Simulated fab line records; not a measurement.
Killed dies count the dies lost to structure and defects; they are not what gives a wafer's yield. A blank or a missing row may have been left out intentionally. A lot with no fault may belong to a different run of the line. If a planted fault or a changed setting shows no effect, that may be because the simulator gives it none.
A struck lot beside a sound one -- flow nandHarc -- 44 steps out of a route of 1159
Sound: the wafers L304.3, L304.4, L304.5. Struck: wafers L310.3, L310.6. (L310.4 of the same lot was not struck and is left out.) The cause comes at the end.
Each step with rows lists, per side, the tool, then ch with its chambers, then its first start. Under that, the readings that differ: sound wafers -- struck wafers -- difference of the means -- sigmas: that difference in standard deviations of wafers without a fault.
alike: readings with means less than 2 such deviations apart, plus words and numbers identical on both sides. not compared: withheld readings, readings lacking a value on some wafer, bounds such as >300 that could conceal the same value, and numbers that have no deviation in the record and whose values overlap.
The two part at a step that has a row with sigmas, a row that says differs or no value, or rows on one side only. When numbers do not overlap yet have no deviation, they are printed without sigmas and do not part them. A reading missing from all wafers of one side parts the sides only when that side holds two or more wafers.

first, 8 steps without rows for these wafers: NHARC_P_GATE_DEHYDRATE_18 (time 120 s); NHARC_P_GATE_HMDS_19 (time 30 s); NHARC_P_GATE_COAT_20 (resist thk 90 nm); NHARC_P_GATE_SOFTBAKE_21 (time 55 s); NHARC_P_GATE_EBR_22; NHARC_P_GATE_EXPOSE_23 (exposes mask P GATE, target cd 120 nm); NHARC_P_GATE_PEB_24 (peb time 65 s); NHARC_P_GATE_DEVELOP_25 (develop time 35 s).
NHARC_P_GATE_CD_MEAS_26: target cd 120 nm.
  sound on cdSem-02 ch 0, day 4 19:44; struck on cdSem-02 ch 0, day 6 12:30
  alike: cdNm
NHARC_P_GATE_OVL_MEAS_27:
  struck on overlay-01, day 6 12:35; sound on overlay-02, day 4 19:50
  alike: overlayXNm, overlayYNm
NHARC_P_GATE_INSPECT_28:
  struck on defectInspect-02, day 6 12:37; sound on defectInspect-02, day 4 19:52
  alike: rawDefectCount
then, 1 step without rows for these wafers: NHARC_P_GATE_DESCUM_31 (chemistry O2, time 3 s).
NHARC_P_GATE_ETCH_104: etches the open film in CF4/CHF3, target depth 60 nm.
  sound on rieDiel-03 ch 1,2,3, day 4 20:05; struck on rieDiel-12 ch 2, day 6 12:50
  alike: drypumpMotorCurrentA, oesProductAu, rfFwdPowerW, rfVppV, showerheadPlenumPTorr, throttleValvePct
then, 2 steps without rows for these wafers: NHARC_P_GATE_HM_OPEN_105 (chemistry O2/COS, target depth 360 nm); NHARC_P_GATE_STRIP_106 (strips in O2/COS).
NHARC_P_GATE_ETCH_114: etches the open film in CF4/O2, target depth 30 nm, overetch 3 nm, time 16.5 s.
  sound: rieDiel-03 ch 1,2,3; struck: rieDiel-12 ch 0,2
  alike: drypumpMotorCurrentA, oesProductAu, rfFwdPowerW, rfVppV, showerheadPlenumPTorr, throttleValvePct
  not compared: rfHoursCounterH
then, 1 step without rows for these wafers: NHARC_P_GATE_ETCH_32 (etches the open film in HBr/Cl2, target depth 150 nm, time 100.1 s).
NHARC_P_GATE_STRIP_108: strips in O2.
  sound on rieDiel-03 ch 1,2, day 4 20:43; struck on rieDiel-03 ch 1,2, day 6 14:05
  alike: drypumpMotorCurrentA, oesProductAu, rfVppV, showerheadPlenumPTorr, throttleValvePct
  not compared: rfHoursCounterH
NHARC_P_GATE_CD_MEAS_33:
  struck on cdSem-02, day 6 14:16; sound on cdSem-01, day 4 20:53
  alike: cdNm
then, 3 steps without rows for these wafers: NHARC_P_GATE_STRIP_35 (strips in SPM, time 600 s); NHARC_P_GATE_PRECLEAN_73 (cleans in SC1); NHARC_P_GATE_SRD_74.
NHARC_P_GATE_ALD_36: deposits SiNx, target thk 20 nm, pulse time 60 s, ald cycles 223.
  sound on aldSin-04 ch 0,1,2, day 4 21:25; struck on aldSin-04 ch 1,2, day 6 14:44
  alike: heaterPowerW, precursorPulseHeightRel, susceptorTempC
then, 1 step without rows for these wafers: NHARC_P_GATE_ETCHBACK_37 (etches the open film in CHF3/O2, target depth 34.5 nm, time 17.2 s).
NHARC_P_GATE_STRIP_101: strips in O2, time 20 s.
  sound on rieDiel-03 ch 0,2, day 5 07:07; struck on rieDiel-12 ch 0,2, day 7 00:19
  alike: drypumpMotorCurrentA, oesProductAu, rfVppV, showerheadPlenumPTorr, throttleValvePct
  not compared: rfHoursCounterH
then, 12 steps without rows for these wafers: NHARC_P_GATE_PRECLEAN_97 (cleans in SPM, time 600 s); NHARC_P_GATE_SRD_98; NHARC_P_GATE_PRECLEAN_99 (cleans in SC1); NHARC_P_GATE_SRD_100; NHARC_P_GATE_DEHYDRATE_38 (time 120 s); NHARC_P_GATE_HMDS_39 (time 30 s); NHARC_P_GATE_COAT_40; NHARC_P_GATE_SOFTBAKE_41 (time 95 s); NHARC_P_GATE_EBR_42; NHARC_P_GATE_EXPOSE_43 (exposes mask P NSD, target cd 720 nm); NHARC_P_GATE_PEB_44 (peb time 85 s); NHARC_P_GATE_DEVELOP_45 (time 70 s).
NHARC_P_GATE_CD_MEAS_46: target cd 720 nm.
  sound on cdSem-02 ch 0, day 5 08:02; struck on cdSem-01 ch 0, day 7 01:08
  alike: cdNm
then, 1 step without rows for these wafers: NHARC_P_GATE_HARDBAKE_47 (time 80 s).
NHARC_P_GATE_DESCUM_48: chemistry O2, time 3 s.
  sound on rieDiel-12 ch 1,2, day 5 08:11; struck on rieDiel-06 ch 1,2, day 7 01:17
  alike: drypumpMotorCurrentA, oesProductAu, rfVppV, showerheadPlenumPTorr, throttleValvePct
  not compared: rfHoursCounterH
then, 2 steps without rows for these wafers: NHARC_P_GATE_IMPLANT_49; NHARC_P_GATE_STRIP_111 (strips in N2/H2, time 250 s).
NHARC_P_GATE_INSPECT_68:
  struck on defectInspect-02, day 7 07:46; sound on defectInspect-01, day 5 14:59
reading,sound,struck,difference,sigmas
rawDefectCount,109 190 109,894 864,+743,+10
-- break in the record here, with 15 days between the starts of the struck wafers on either side (left off in module P_GATE, picked up again in module END, where the first step shown is number 1159 on the route) --
NHARC_END_SORT_01:
  only the struck wafers appear in the record here, on prober-02 ch 0 at day 22 08:42; the sound ones have no rows

WHERE THEY PART
Earliest at NHARC_P_GATE_INSPECT_68; latest, in this record, at NHARC_END_SORT_01.

WHY: what had been put in by the simulator
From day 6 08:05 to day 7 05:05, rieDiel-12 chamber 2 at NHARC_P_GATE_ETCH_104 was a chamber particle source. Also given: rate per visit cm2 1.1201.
